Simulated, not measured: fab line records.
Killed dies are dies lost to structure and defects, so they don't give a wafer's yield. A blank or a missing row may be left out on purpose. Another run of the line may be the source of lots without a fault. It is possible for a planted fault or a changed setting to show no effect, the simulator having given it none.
A lot that was struck, set against a sound lot	flow nand harc	15 out of 1302 route steps
Sound: wafers L389.1, L389.3, L389.6. Struck: wafer L384.2 (L384.3, L384.5, from the same lot, were not struck and are left out); the cause is given at the end.
Order at every step that has rows: each side's tool, ch and its chambers, its first start. Under that, the readings that differ: sound wafers	struck wafers	difference of the means	sigmas: that difference in standard deviations of wafers without a fault.
alike: a reading whose means differ by less than 2 such deviations, as well as words and numbers matching on both sides. not compared: withheld readings; readings where some wafer has no value; bounds like >300 that might hide an equal value; numbers whose values overlap and for which the record gives no deviation.
The two part at a step that has a row with sigmas, a row that says differs or no value, or rows on one side only. Numbers that have no deviation but don't overlap get no sigmas and don't part them. Lack of a reading on every wafer of one side parts them only where that side has two or more wafers.

NHARC_P_M2_INSPECT_11:
  struck on defect inspect-02, day 10 10:13; sound on defect inspect-02, day 12 23:53
  alike: raw defect count
then, 1 step without rows for these wafers: NHARC_P_M2_DESCUM_14 (chemistry O2, time 3 s).
NHARC_P_M2_ETCH_35: etches the open film in N2/H2, target depth 40 nm, overetch 12 nm, time 43.94 s.
  sound on rie diel-05 ch 2,3, day 13 00:02; struck on rie diel-05 ch 1, day 10 10:23
  alike: drypump motor current A, oes product au, rf vpp V, showerhead plenum p Torr, throttle valve pct
  not compared: rf hours counter h
then, 1 step without rows for these wafers: NHARC_P_M2_ETCH_15 (etches the open film in C4F8/Ar, target depth 182.5 nm, time 91.2 s).
NHARC_P_M2_CD_MEAS_16:
  struck on cd sem-02, day 10 10:36; sound on cd sem-03, day 13 00:17
  alike: cd nm
NHARC_P_M2_STRIP_18: strips in N2/H2.
  sound on rie diel-01 ch 0,2,3, day 13 00:25; struck on rie diel-05 ch 1, day 10 10:44
  alike: drypump motor current A, oes product au, rf vpp V, showerhead plenum p Torr, throttle valve pct
  not compared: rf hours counter h
NHARC_P_M2_ETCH_28: etches the open film in CF4/N2, target depth 30 nm, time 72.99 s.
  sound: rie diel-01 ch 1,2; struck: rie diel-05 ch 2
  alike: drypump motor current A, oes product au, rf vpp V, showerhead plenum p Torr, throttle valve pct
  not compared: rf hours counter h
then, 1 step without rows for these wafers: NHARC_P_M2_STRIP_19 (strips in post etch residue remover, time 600 s).
NHARC_P_M2_DEGAS_29: time 60 s.
  struck on pvd sputter-03, day 10 11:20; sound on pvd sputter-03, day 13 01:00
  alike: heater power w
then, 2 steps without rows for these wafers: NHARC_P_M2_PRE_CLEAN_30 (time 30 s); NHARC_P_M2_PVD_20 (deposits TaN, target thk 5 nm, time 8.06 s).
NHARC_P_M2_PVD_21: deposits Cu, target thk 30 nm, time 20.49 s.
  sound on pvd sputter-03; struck on pvd sputter-03
  alike: throttle valve pct
NHARC_P_M2_ECD_22: material Cu, target thk 400 nm.
  sound on ecd cu-01 ch 0,1, day 13 01:22; struck on ecd cu-02 ch 0, day 10 11:43
  alike: bath heat duty pct
then, 1 step without rows for these wafers: NHARC_P_M2_ANNEAL_31 (time 90 s).
NHARC_P_M2_CMP_23: polishes, t overpolish 20 s, target thk 144.3 nm.
  sound on cmp-03 ch 0,1,3, day 13 02:07; struck on cmp-04 ch 0, day 10 12:26
reading	sound	struck	difference	sigmas
time to endpoint s (s)	28.2 30.0 24.4	13.2	-14.3	-6
  alike: motor current A

== WHERE THEY PART ==
At NHARC_P_M2_CMP_23 and nowhere else, as far as this record goes.

WHY: whatever the simulator had introduced
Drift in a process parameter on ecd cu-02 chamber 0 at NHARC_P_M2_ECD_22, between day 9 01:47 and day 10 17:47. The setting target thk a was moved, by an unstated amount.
